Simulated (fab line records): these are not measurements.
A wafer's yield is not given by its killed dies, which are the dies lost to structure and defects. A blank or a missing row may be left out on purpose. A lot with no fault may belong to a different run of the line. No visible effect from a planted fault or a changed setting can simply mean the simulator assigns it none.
Chamber matching -- flow nand-harc -- 4 sister chambers for NHARC_P_STI_DESCUM_14 on rie-diel-10
The step chemistry O2, time 3 s. 22 wafers are shown with their chamber, then 11 later ones without.

WAFERS WITH THEIR CHAMBER
wafer,chamber,showerhead-plenum-p-Torr (Torr),drypump-motor-current-A (A),rf-vpp-V (V)
L075.1,2,1.84,5.0,57.1
L075.2,0,1.94,6.0,57.9
L075.5,0,1.94,6.0,58.2
L077.2,0,1.94,6.1,58.0
L077.3,3,1.86,6.3,57.3
L077.4,1,1.86,5.6,57.1
L077.1,2,1.84,5.0,59.5
L077.5,1,1.86,5.7,57.3
L077.6,2,1.84,5.0,58.5
L079.2,2,1.84,5.0,57.3
L079.3,1,1.86,5.6,57.0
L079.5,2,1.83,5.0,57.6
L083.3,3,1.86,6.3,58.2
L083.5,2,1.83,4.9,58.4
L083.6,1,1.86,5.6,57.7
L084.2,0,1.94,6.0,59.0
L084.3,3,1.86,6.4,57.2
L084.6,2,1.83,5.0,58.3
L087.1,0,1.94,6.1,57.0
L087.3,3,1.86,6.4,57.9
L087.4,1,1.86,5.6,57.4
L089.2,2,1.83,5.0,58.6

SIGNATURES, as means of the wafers listed above
reading,chamber 0,chamber 1,chamber 2,chamber 3,scatter within a chamber
showerhead-plenum-p-Torr,1.9400,1.8600,1.8350,1.8600,0.00333
drypump-motor-current-A,6.040,5.620,4.987,6.350,0.0464
rf-vpp-V,58.020,57.300,58.163,57.650,0.641
Rule: for a wafer and a chamber, the distance is found by dividing, reading by reading, the gap between the wafer's reading and the chamber's mean by the reading's scatter, squaring, summing and taking the root. If the next closest chamber is less than 2 further off than the closest, the wafer can't be placed; otherwise it belongs to the closest. The scatter: take each reading less its chamber's mean, square it, sum over the shown wafers, divide by the number of wafers less the number of chambers, and take the root.

WAFERS WITHOUT THEIR CHAMBER
wafer,showerhead-plenum-p-Torr (Torr),drypump-motor-current-A (A),rf-vpp-V (V)
L089.3,1.86,6.3,56.9
L089.6,1.86,6.3,58.9
L092.2,1.94,6.1,57.9
L092.3,1.85,5.6,57.9
L092.5,1.85,6.3,56.7
L095.2,1.94,6.0,57.4
L095.4,1.85,6.3,57.2
L095.5,1.85,5.6,56.9
L096.1,1.83,4.9,57.2
L096.4,1.94,6.1,57.8
L096.5,1.85,6.3,57.1

WHICH CHAMBER EACH WENT THROUGH
wafer,from the rows above,in truth
L089.3,3,3
L089.6,3,3
L092.2,0,0
L092.3,1,1
L092.5,3,3
L095.2,0,0
L095.4,3,3
L095.5,1,1
L096.1,2,2
L096.4,0,0
L096.5,3,3
11 of 11 placed correctly. Left unplaced by these rows: 0. Placed wrongly: 0.
